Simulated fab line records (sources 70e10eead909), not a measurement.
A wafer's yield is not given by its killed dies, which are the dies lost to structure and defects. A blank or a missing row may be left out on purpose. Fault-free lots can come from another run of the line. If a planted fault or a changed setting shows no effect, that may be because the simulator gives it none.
fab line records	flow nandHarc
record: lots: 7	wafers: 18	lastDay: 30
route steps=1302 shown A_STAIRCASE@670
lots with no fault: from the same line, run without faults
startH: start of the lot's first displayed wafer, in hours after the record's first day	waitH: how many hours have passed since the lot's step before this one	" unchanged from the row above	L1.1+2: a row that stands for several wafers	- no value, or no start given	* or withheld: withheld	< > ~ a bound
route shown NAME@n: names a module that has steps shown in the file, with the first one's number in the route	usual: mean/standard deviation of fault-free wafers	same: alike in all rows	chamber/n: place in a boat	sites: per-site readings	_std_site: standard deviation of those values	_edge_site: inner sites' mean taken away from outer sites' mean	radiusMm: for every site, how far away it sits from the centre of the wafer	mask NAME#n: copy n	behind: tool/chamber where the wafer was last shaped	hold: what put the lot on hold/how long, in hours/how the hold closed	device: names the non-switching transistor (n, p or np)	end of line: the same wafers' tests at the end of the route	a step given without rows: its recipe and nothing more	killed: at the first sort, the dies lost to defects and structure; wafer yield is something else	map: per-die view of a wafer (x killed, . not killed, _ where there is no die)
set.NAME: the run value of the setting; set.NAME@STEP: its run value at that earlier step	model.NAME: the simulator's own value behind a step, which no gauge read
lots at selected steps of the route; one table per step, one row per wafer
services: the hour from which a tool's chamber was out of use, counted from the record's first day as startH (under 0 if before that day), plus the number of hours and why
== steps ==
step: NHARC_A_STAIRCASE_TRIM_14
recipe: timeS: 211.2	o2FlowSccm: 500	arFlowSccm: 0	biasW: 0	chemistry: O2
usual: drypumpMotorCurrentA: 5.6/0.32	o2FlowSccm: 500.0/1.6	oesProductAu: 0.998/0.0073	rfVppV: 57.6/0.82	showerheadPlenumPTorr: 3.47/0.14	throttleValvePct: 17.036/0.0092
lot.wafer	tool	chamber	startH	waitH	drypumpMotorCurrentA	o2FlowSccm	oesProductAu	rfHoursCounterH	rfVppV	showerheadPlenumPTorr	throttleValvePct
L483.1	rieDiel-08	0	-	-	5.7	500.7	0.997	52	57.6	3.43	17.035
L483.3	"	3	"	"	5.4	502.8	0.985	49	57.8	3.34	17.031
L483.5	"	0	"	"	5.7	500.3	0.989	-	56.8	3.43	17.032
L482.3	rieDiel-12	1	-	-	5.6	499.3	1.006	24	58.0	3.64	17.040
L482.1	"	3	"	"	5.5	501.9	1.004	22	57.4	3.45	17.034
L482.5	"	2	"	"	5.2	498.6	0.998	-	57.4	3.46	17.039
L492.3	rieDiel-08	0	-	-	5.7	502.3	0.994	27	56.6	3.41	17.036
L492.4	"	3	"	"	5.4	496.8	1.005	26	58.0	3.32	17.045
L493.3	rieDiel-03	2	-	-	5.6	502.6	1.000	3	57.1	3.46	17.030
L493.4	"	0	"	"	5.0	498.6	1.007	4	57.0	3.61	17.037
L493.6	"	3	"	"	5.5	498.5	1.003	-	60.4	3.43	17.033
L495.4	rieDiel-03	3	-	-	5.5	500.2	0.990	4	58.1	3.43	17.047
L495.3	"	0	"	"	5.0	498.6	0.996	4	57.3	3.61	17.039
L494.3	rieDiel-12	0	-	-	5.5	499.3	0.990	7	59.1	3.48	17.021
L494.6	"	2	"	"	5.2	498.1	0.995	-	56.8	3.44	17.033
L498.2	rieDiel-08	0	-	-	5.7	501.5	0.994	47	56.4	3.40	17.043
L498.4	"	2	"	"	6.1	497.9	0.992	44	57.9	3.27	17.043
L498.5	"	1	"	"	6.3	503.6	1.000	-	57.3	3.28	17.040
step: NHARC_A_STAIRCASE_ETCH_15
recipe: targetDepthA: 1000	timeS: 40.5	ionEnergyEv: 400	c4f8FlowSccm: 20	o2FlowSccm: 10	arFlowSccm: withheld	rfW: 600	biasW: 1000	chemistry: C4F8/O2
step: NHARC_A_STAIRCASE_TRIM_16
recipe: timeS: 211.2	o2FlowSccm: 500	arFlowSccm: 0	biasW: 0	chemistry: O2
step: NHARC_A_STAIRCASE_ETCH_17
recipe: targetDepthA: 1000	timeS: 40.5	ionEnergyEv: 400	c4f8FlowSccm: 20	o2FlowSccm: 10	arFlowSccm: withheld	rfW: 600	biasW: 1000	chemistry: C4F8/O2
step: NHARC_A_STAIRCASE_TRIM_18
recipe: timeS: 211.2	o2FlowSccm: 500	arFlowSccm: 0	biasW: 0	chemistry: O2
usual: drypumpMotorCurrentA: 5.53/0.3	o2FlowSccm: 500.0/1.6	oesProductAu: 0.999/0.0063	rfVppV: 57.7/0.91	showerheadPlenumPTorr: 3.48/0.13	throttleValvePct: 17.037/0.0097
lot.wafer	tool	chamber	startH	waitH	drypumpMotorCurrentA	o2FlowSccm	oesProductAu	rfHoursCounterH	rfVppV	showerheadPlenumPTorr	throttleValvePct
L483.1	rieDiel-08	2	-	-	6.12	499.0	0.997	43	56.0	3.30	17.035
L483.3	"	3	"	"	5.47	499.3	0.995	49	55.4	3.34	17.048
L483.5	"	2	"	"	6.12	498.6	0.998	-	56.1	3.30	17.046
L482.3	rieDiel-12	0	-	-	5.49	499.3	0.997	24	57.7	3.51	17.048
L482.1	"	1	"	"	5.69	502.0	1.001	24	57.2	3.64	17.031
L482.5	"	3	"	"	5.51	502.4	1.004	-	58.3	3.45	17.021
L492.3	rieDiel-12	1	466.00	-	5.66	499.3	0.997	2	56.0	3.62	17.017
L492.4	"	0	"	"	5.48	500.6	0.996	2	58.8	3.49	17.028
L493.3	rieDiel-03	3	-	-	5.52	500.9	0.985	4	59.0	3.43	17.018
L493.4	"	0	"	"	4.98	499.4	1.002	4	58.7	3.61	17.052
L493.6	"	3	"	"	5.52	499.7	0.981	-	57.7	3.43	17.038
L495.4	rieDiel-03	1	-	-	5.32	499.8	0.991	3	57.2	3.78	17.041
L495.3	"	0	"	"	4.95	499.1	1.011	4	58.5	3.61	17.033
L494.3	rieDiel-12	0	-	-	5.49	497.5	1.002	8	58.4	3.48	17.032
L494.6	"	1	"	"	5.67	496.9	0.993	-	58.5	3.61	17.040
L498.2	rieDiel-08	3	-	-	5.40	498.3	0.997	44	56.9	3.31	17.043
L498.4	"	2	"	"	6.08	498.2	0.994	45	56.4	3.27	17.035
L498.5	"	0	"	"	5.64	499.9	0.997	-	57.8	3.40	17.026
step: NHARC_A_STAIRCASE_ETCH_19
recipe: targetDepthA: 1000	timeS: 40.5	ionEnergyEv: 400	c4f8FlowSccm: 20	o2FlowSccm: 10	arFlowSccm: withheld	rfW: 600	biasW: 1000	chemistry: C4F8/O2
step: NHARC_A_STAIRCASE_TRIM_20
recipe: timeS: 211.2	o2FlowSccm: 500	arFlowSccm: 0	biasW: 0	chemistry: O2
step: NHARC_A_STAIRCASE_ETCH_21
recipe: targetDepthA: 1000	timeS: 40.5	ionEnergyEv: 400	c4f8FlowSccm: 20	o2FlowSccm: 10	arFlowSccm: withheld	rfW: 600	biasW: 1000	chemistry: C4F8/O2
step: NHARC_A_STAIRCASE_TRIM_22
recipe: timeS: 211.2	o2FlowSccm: 500	arFlowSccm: 0	biasW: 0	chemistry: O2
usual: drypumpMotorCurrentA: 5.6/0.32	o2FlowSccm: 500.1/1.5	oesProductAu: 0.998/0.0071	rfVppV: 57.7/0.94	showerheadPlenumPTorr: 3.50/0.15	throttleValvePct: 17.036/0.0092
lot.wafer	tool	chamber	startH	waitH	drypumpMotorCurrentA	o2FlowSccm	oesProductAu	rfHoursCounterH	rfVppV	showerheadPlenumPTorr	throttleValvePct
L483.1	rieDiel-12	3	-	-	5.5	497.7	1.006	21	58.2	3.45	17.023
L483.3	"	0	"	"	5.5	498.1	1.002	23	55.6	3.51	17.030
L483.5	"	1	"	"	5.7	500.3	0.997	-	58.1	3.64	17.046
L482.3	rieDiel-03	2	-	-	5.6	499.9	0.996	22	57.8	3.48	17.064
L482.1	"	3	"	"	5.5	500.5	0.989	22	56.8	3.45	17.051
L482.5	"	2	"	"	5.5	501.5	1.000	-	58.0	3.48	17.034
L492.4	rieDiel-12	2	-	-	5.2	498.1	0.991	2	58.5	3.45	17.039
L492.3	"	0	"	"	5.5	501.9	0.994	2	58.4	3.49	17.050
L493.4	rieDiel-03	0	-	-	5.0	499.4	0.990	5	56.6	3.61	17.051
L493.3	"	2	"	"	5.6	500.8	0.991	4	59.0	3.46	17.041
L493.6	"	1	"	"	5.3	501.0	0.990	-	58.5	3.78	17.043
L495.4	rieDiel-12	0	-	-	5.5	498.7	0.997	6	58.4	3.48	17.030
L495.3	"	3	"	"	5.5	500.4	0.988	5	58.5	3.44	17.042
L494.3	rieDiel-12	3	-	-	5.5	497.7	0.996	6	56.4	3.44	17.040
L494.6	"	1	"	"	5.7	497.1	0.993	-	58.3	3.61	17.036
L498.2	rieDiel-08	1	-	-	6.2	497.9	1.002	53	56.5	3.28	17.031
L498.4	"	2	"	"	6.1	502.4	0.984	45	56.3	3.27	17.043
L498.5	"	3	"	"	5.4	499.0	0.994	-	57.7	3.31	17.037
step: NHARC_A_STAIRCASE_ETCH_23
recipe: targetDepthA: 1000	timeS: 40.5	ionEnergyEv: 400	c4f8FlowSccm: 20	o2FlowSccm: 10	arFlowSccm: withheld	rfW: 600	biasW: 1000	chemistry: C4F8/O2
usual: oesProductAu: 0.945/0.012	rfVppV: 894/5.2	runLengthS: 61.7/0.53
lot.wafer	tool	chamber	startH	waitH	oesProductAu	rfHoursCounterH	rfVppV	runLengthS
L483.3	rieDiel-12	2	-	-	0.952	23	895	61.4
L483.1	"	3	"	"	0.948	21	893	61.8
L483.5	"	2	"	"	0.950	-	893	62.0
L482.1	rieDiel-03	1	-	-	0.934	21	906	60.9
L482.3	"	3	"	"	0.920	22	894	61.3
L482.5	"	1	"	"	0.932	-	906	61.0
L492.3	rieDiel-12	3	-	-	0.929	1	893	61.7
L492.4	"	0	"	"	0.952	2	894	61.0
L493.4	rieDiel-03	0	-	-	0.937	5	900	61.6
L493.3	"	1	"	"	0.933	4	906	61.2
L493.6	"	2	"	"	0.959	-	894	62.5
L495.4	rieDiel-12	2	-	-	0.936	8	892	61.2
L495.3	"	3	"	"	0.937	5	893	61.6
L494.3	rieDiel-12	1	-	-	0.926	10	899	62.3
L494.6	"	2	"	"	0.939	-	891	61.4
L498.2	rieDiel-08	0	-	-	0.932	47	891	62.1
L498.4	"	1	"	"	0.948	53	886	61.4
L498.5	"	1	"	"	0.961	-	886	61.5
step: NHARC_A_STAIRCASE_TRIM_24
recipe: timeS: 211.2	o2FlowSccm: 500	arFlowSccm: 0	biasW: 0	chemistry: O2
usual: drypumpMotorCurrentA: 5.5/0.32	o2FlowSccm: 499.8/1.6	oesProductAu: 0.996/0.0068	rfVppV: 57.7/0.92	showerheadPlenumPTorr: 3.49/0.14	throttleValvePct: 17.037/0.0094
lot.wafer	tool	chamber	startH	waitH	drypumpMotorCurrentA	o2FlowSccm	oesProductAu	rfHoursCounterH	rfVppV	showerheadPlenumPTorr	throttleValvePct
L483.1	rieDiel-12	2	-	-	5.2	498.3	1.006	23	57.5	3.46	17.046
L483.3	"	3	"	"	5.5	502.8	1.008	21	57.5	3.45	17.040
L483.5	"	2	"	"	5.2	498.2	1.008	-	58.3	3.46	17.033
L482.1	rieDiel-03	3	-	-	5.5	498.5	0.988	22	57.5	3.45	17.028
L482.3	"	0	"	"	5.0	499.6	1.003	21	58.2	3.63	17.030
L482.5	"	0	"	"	4.9	501.2	0.999	-	58.9	3.63	17.025
L492.4	rieDiel-12	2	-	-	5.2	496.3	0.994	2	58.9	3.45	17.042
L492.3	"	0	"	"	5.5	498.6	0.997	2	58.4	3.49	17.046
L493.4	rieDiel-03	3	-	-	5.5	501.9	0.988	5	57.4	3.43	17.045
L493.3	"	1	"	"	5.3	499.5	0.996	4	58.5	3.78	17.044
L493.6	"	3	"	"	5.5	499.6	0.996	-	56.4	3.43	17.039
L495.3	rieDiel-12	0	-	-	5.5	500.4	0.997	6	57.2	3.48	17.037
L495.4	"	1	"	"	5.7	497.5	0.995	8	57.7	3.61	17.038
L494.3	rieDiel-12	3	-	-	5.5	500.7	0.998	7	56.3	3.44	17.046
L494.6	"	0	"	"	5.5	499.3	1.003	-	58.0	3.48	17.026
L498.4	rieDiel-08	3	-	-	5.4	501.5	0.999	45	57.7	3.31	17.039
L498.2	"	0	"	"	5.7	501.5	1.001	47	58.4	3.40	17.057
L498.5	"	0	"	"	5.6	497.8	1.004	-	56.6	3.40	17.040
step: NHARC_A_STAIRCASE_ETCH_25
recipe: targetDepthA: 1000	timeS: 40.5	ionEnergyEv: 400	c4f8FlowSccm: 20	o2FlowSccm: 10	arFlowSccm: withheld	rfW: 600	biasW: 1000	chemistry: C4F8/O2
usual: oesProductAu: 0.945/0.012	rfVppV: 894/5.3	runLengthS: 61.8/0.52
lot.wafer	tool	chamber	startH	waitH	oesProductAu	rfHoursCounterH	rfVppV	runLengthS
L483.3	rieDiel-12	0	359.65	-	0.965	24	894	61.9
L483.1	"	2	"	"	0.964	23	893	61.4
L483.5	"	3	"	"	0.948	-	892	62.2
L482.1	rieDiel-03	1	362.48	-	0.954	21	905	61.2
L482.3	"	3	"	"	0.923	22	892	61.9
L482.5	"	1	"	"	0.940	-	904	61.0
L492.4	rieDiel-12	2	467.02	-	0.931	3	893	61.3
L492.3	"	3	"	"	0.942	1	894	70.9
L493.4	rieDiel-03	2	476.80	-	0.955	4	895	62.4
L493.3	"	0	"	"	0.932	5	900	62.0
L493.6	"	3	"	"	0.941	-	894	61.9
L495.3	rieDiel-12	1	477.12	-	0.944	8	898	71.7
L495.4	"	2	"	"	0.942	8	893	61.2
L494.3	rieDiel-12	1	481.78	-	0.953	10	899	71.8
L494.6	"	2	"	"	0.946	-	892	70.8
L498.2	rieDiel-08	3	518.30	-	0.929	45	888	61.6
L498.4	"	2	"	"	0.944	45	886	61.3
L498.5	"	0	"	"	0.937	-	891	62.5
step: NHARC_A_STAIRCASE_TRIM_26
recipe: timeS: 211.2	o2FlowSccm: 500	arFlowSccm: 0	biasW: 0	chemistry: O2
== services ==
tool	chamber	startH	hours	kind
rieDiel-12	3	344.41	4.1	repair
rieDiel-12	0	352.38	-	clean
rieDiel-12	1	352.38	-	clean
rieDiel-12	2	352.38	-	clean
rieDiel-12	3	352.38	-	clean
rieDiel-12	1	363.83	7.2	repair
rieDiel-12	2	368.15	21.2	repair
rieDiel-08	-	372.77	9.0	pm
rieDiel-12	0	378.23	-	clean
rieDiel-12	1	378.23	-	clean
rieDiel-12	3	378.23	-	clean
rieDiel-12	3	379.35	36.3	repair
rieDiel-03	3	392.85	3.4	repair
rieDiel-12	0	404.09	-	clean
rieDiel-12	1	404.09	-	clean
rieDiel-12	2	404.09	-	clean
rieDiel-12	0	428.59	-	clean
rieDiel-12	1	428.59	-	clean
rieDiel-03	1	431.56	12.7	repair
rieDiel-12	-	447.14	9.0	pm
rieDiel-03	-	458.81	9.0	pm
rieDiel-08	-	465.88	0.2	repair
rieDiel-03	-	497.64	0.5	repair
rieDiel-08	2	499.32	11.7	repair
== key ==
firstSign: step: NHARC_A_STAIRCASE_ETCH_25	reading: runLengthS	direction: up	sigmas: 18	usual: *	struck: *
effect none on later readings
metAt NHARC_A_STAIRCASE_ETCH_25
struckWafers L492.3,L494.3,L494.6,L495.3
sortLeftOut L492.3,L494.3,L494.6,L495.3
testerLeftOut L492,L494,L495
onsetBetween 359.65 467.02
fault: kind: processParameterDrift	tool: rieDiel-12	chamber: -	onsetH: 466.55	steps: NHARC_A_STAIRCASE_ETCH_25	channel: timeS	offset: *	shape: step	endH: 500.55	scope: struckWafersOnly	actsIn: *	stated: *
testerLeftOut: of these lots the tester's yield and bins aren't shown, on N5 and GAA mostly nor the transistor test; their killed dies are dies lost to structure and defects alone, not to doping, threshold or leakage, so they don't give the yield
sortLeftOut: the simulated sort isn't trusted on such a fault, so these wafers' sort isn't shown, and their yield isn't known
